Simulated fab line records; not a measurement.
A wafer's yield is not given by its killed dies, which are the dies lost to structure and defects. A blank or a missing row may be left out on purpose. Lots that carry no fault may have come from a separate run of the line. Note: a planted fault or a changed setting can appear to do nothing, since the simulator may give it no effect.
Chamber matching + flow nand harc + 4 sister chambers for NHARC_P_STI_DESCUM_14 on rie diel-08
The step chemistry O2, time 3 s. 16 wafers are shown with their chamber, then 8 later ones without.

## WAFERS PAIRED WITH THEIR CHAMBERS
| wafer  | chamber | drypump motor current A (A) | oes product au (a.u.) | rf vpp V (V) |
|--------|---------|-----------------------------|-----------------------|--------------|
| L504.1 | 0       | 5.8                         | 0.978                 | 58.9         |
| L504.2 | 2       | 5.7                         | 0.989                 | 58.0         |
| L504.6 | 3       | 5.7                         | 1.005                 | 57.9         |
| L505.3 | 1       | 5.7                         | 0.996                 | 56.6         |
| L505.4 | 3       | 5.7                         | 1.005                 | 58.7         |
| L505.6 | 3       | 5.7                         | 1.009                 | 58.5         |
| L507.2 | 1       | 5.8                         | 0.987                 | 57.0         |
| L507.3 | 3       | 5.7                         | 1.000                 | 58.1         |
| L507.4 | 0       | 5.8                         | 0.978                 | 58.7         |
| L509.1 | 2       | 5.7                         | 0.992                 | 56.7         |
| L509.2 | 3       | 5.7                         | 0.996                 | 57.8         |
| L509.5 | 2       | 5.7                         | 0.999                 | 57.1         |
| L511.1 | 0       | 5.8                         | 0.986                 | 57.2         |
| L511.5 | 1       | 5.8                         | 1.006                 | 56.4         |
| L511.6 | 2       | 5.7                         | 0.984                 | 58.1         |
| L514.1 | 1       | 5.8                         | 0.982                 | 56.5         |

SIGNATURES (means of the wafers above)
| reading                 | chamber 0 | chamber 1 | chamber 2 | chamber 3 | scatter within a chamber |
|-------------------------|-----------|-----------|-----------|-----------|--------------------------|
| drypump motor current A | 5.800     | 5.775     | 5.700     | 5.700     | 0.025                    |
| oes product au          | 0.98067   | 0.99275   | 0.99100   | 1.00300   | 0.00706                  |
| rf vpp V                | 58.267    | 56.625    | 57.475    | 58.200    | 0.573                    |
Rule: distance of a wafer from a chamber = root of the sum over the readings of ((wafer's reading minus chamber's mean) / reading's scatter) squared. If the next closest chamber is less than 2 further off than the closest, the wafer can't be placed; otherwise it belongs to the closest. How the scatter is found: for the shown wafers, subtract from each reading the mean of its chamber, square and add these, divide the total by (wafers less chambers), then take the root.

## WAFERS WITHOUT THEIR CHAMBER
| wafer  | drypump motor current A (A) | oes product au (a.u.) | rf vpp V (V) |
|--------|-----------------------------|-----------------------|--------------|
| L514.2 | 5.8                         | 0.983                 | 59.1         |
| L514.3 | 5.7                         | 1.000                 | 57.6         |
| L521.1 | 5.8                         | 0.975                 | 58.5         |
| L521.3 | 5.7                         | 0.983                 | 56.6         |
| L521.6 | 5.8                         | 0.973                 | 58.4         |
| L524.1 | 5.8                         | 0.968                 | 58.0         |
| L524.3 | 5.7                         | 0.993                 | 57.7         |
| L524.4 | 5.7                         | 0.977                 | 56.9         |

## WHICH CHAMBER EACH ONE RAN IN
| wafer  | from the rows above     | in truth |
|--------|-------------------------|----------|
| L514.2 | 0                       | 0        |
| L514.3 | can't be placed: 3 or 2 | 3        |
| L521.1 | 0                       | 0        |
| L521.3 | can't be placed: 2 or 1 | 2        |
| L521.6 | 0                       | 0        |
| L524.1 | 0                       | 0        |
| L524.3 | can't be placed: 2 or 3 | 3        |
| L524.4 | can't be placed: 2 or 1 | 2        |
Correct placement for 4 of the 8. Can't be placed from these rows: 4 (the true chamber is among the candidates in 4). Placed wrongly: 0.
